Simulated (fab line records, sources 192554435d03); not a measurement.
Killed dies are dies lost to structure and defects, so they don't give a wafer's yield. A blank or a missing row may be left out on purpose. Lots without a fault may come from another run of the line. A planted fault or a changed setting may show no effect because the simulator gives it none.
Split-lot experiment | flow n5_finfet | 7 lots, 21 wafers read, on a route of 1938 steps

THE SPLIT
At N5_BEOL_M5_VIA_ETCH_34 (etches SiCOH lowk in C4F6/O2, target depth 88.3 nm, time 39.2 s), the setting bias_w was moved away from the recipe's 185 W on 6 of the 21 wafers read, by -16.7% to +9.2%. The other wafers ran this setting at the recipe's value.

The reading is taken at the split's own step.

THE READING
rf_vpp_V, in V, at N5_BEOL_M5_VIA_ETCH_34 (etches SiCOH lowk in C4F6/O2, target depth 88.3 nm, time 39.2 s). Fault-free wafers of this fab line usually give 668 V, standard deviation 8.9 V.

wafer  | tool, chamber at the split | bias_w as run, W | against the recipe | rf_vpp_V, V | against lot-mates on the recipe
L074.1 | rie_diel-03, 0             | 185              | recipe             | 668         | -
L074.3 | rie_diel-03, 3             | 185              | recipe             | 690         | -
L074.4 | rie_diel-03, 1             | 185              | recipe             | 667         | -
L081.4 | rie_diel-06, 1             | 185              | recipe             | 662         | -
L081.5 | rie_diel-06, 0             | 170              | -8.1%              | 632         | -30
L081.6 | rie_diel-06, 1             | 170              | -8.1%              | 621         | -41
L084.1 | rie_diel-05, 0             | 185              | recipe             | 658         | -
L084.2 | rie_diel-05, 1             | 185              | recipe             | 667         | -
L084.6 | rie_diel-05, 0             | 202              | +9.2%              | 705         | +42
L086.3 | rie_diel-05, 2             | 159.5            | -13.8%             | 582         | -83
L086.4 | rie_diel-05, 1             | 185              | recipe             | 665         | -
L086.5 | rie_diel-05, 0             | 159.5            | -13.8%             | 585         | -80
L089.2 | rie_diel-05, 3             | 154.1            | -16.7%             | 580         | -74
L089.3 | rie_diel-05, 2             | 185              | recipe             | 654         | -
L089.6 | rie_diel-05, 2             | 185              | recipe             | 654         | -
L090.2 | rie_diel-03, 0             | 185              | recipe             | 668         | -
L090.3 | rie_diel-03, 3             | 185              | recipe             | 690         | -
L090.5 | rie_diel-03, 2             | 185              | recipe             | 662         | -
L091.3 | rie_diel-05, 3             | 185              | recipe             | 671         | -
L091.4 | rie_diel-05, 1             | 185              | recipe             | 666         | -
L091.6 | rie_diel-05, 2             | 185              | recipe             | 655         | -

THE FIT
A straight line over all 21 wafers: rf_vpp_V changes by +5.36 V for each +1% of bias_w; r = +0.96; the points scatter about the line by 10 V.
The same after taking each lot's own level away (the mean of its wafers on the recipe; 21 wafers): +5.07 V for each +1%; r = +0.96; scatter 8.8 V.
On that fit, the largest move of bias_w shifts the reading by 85 V.
The lots' own levels span 654.0 to 675.0 V, that is 2.4 times the standard deviation above.
So the lot-to-lot level changes the slope little: the two slopes agree.
Check: with one of the wafers moved furthest among these (-16.7%) left out of the fit, the line predicts -90.1 V for it against its lot-mates. It came out at -74 V against them.
Tool readings at the split's step, against how far the setting was moved: rf_vpp_V r = +0.96.

OTHER SPLITS ON THESE WAFERS
These wafers also went through other splits before the reading. Each is held against what the fit with the lots' levels taken away leaves over:
other split on the same wafers   | wafers away from the commonest value | r with rf_vpp_V (lot level and that fit taken away)
N5_BEOL_M2_TRENCH_ETCH_37 time_s | 11                                   | +0.18
N5_BEOL_M3_COAT_76 spin_rpm      | 4                                    | +0.20
N5_BEOL_M3_EXPOSE_25 dose_mj     | 7                                    | -0.18
N5_BEOL_M4_ILD_DEP_00 time_s     | 5                                    | +0.14

THE FILE'S OWN FIT
rf_vpp_V changes by +4.92 V for each +1% of bias_w, r = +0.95.
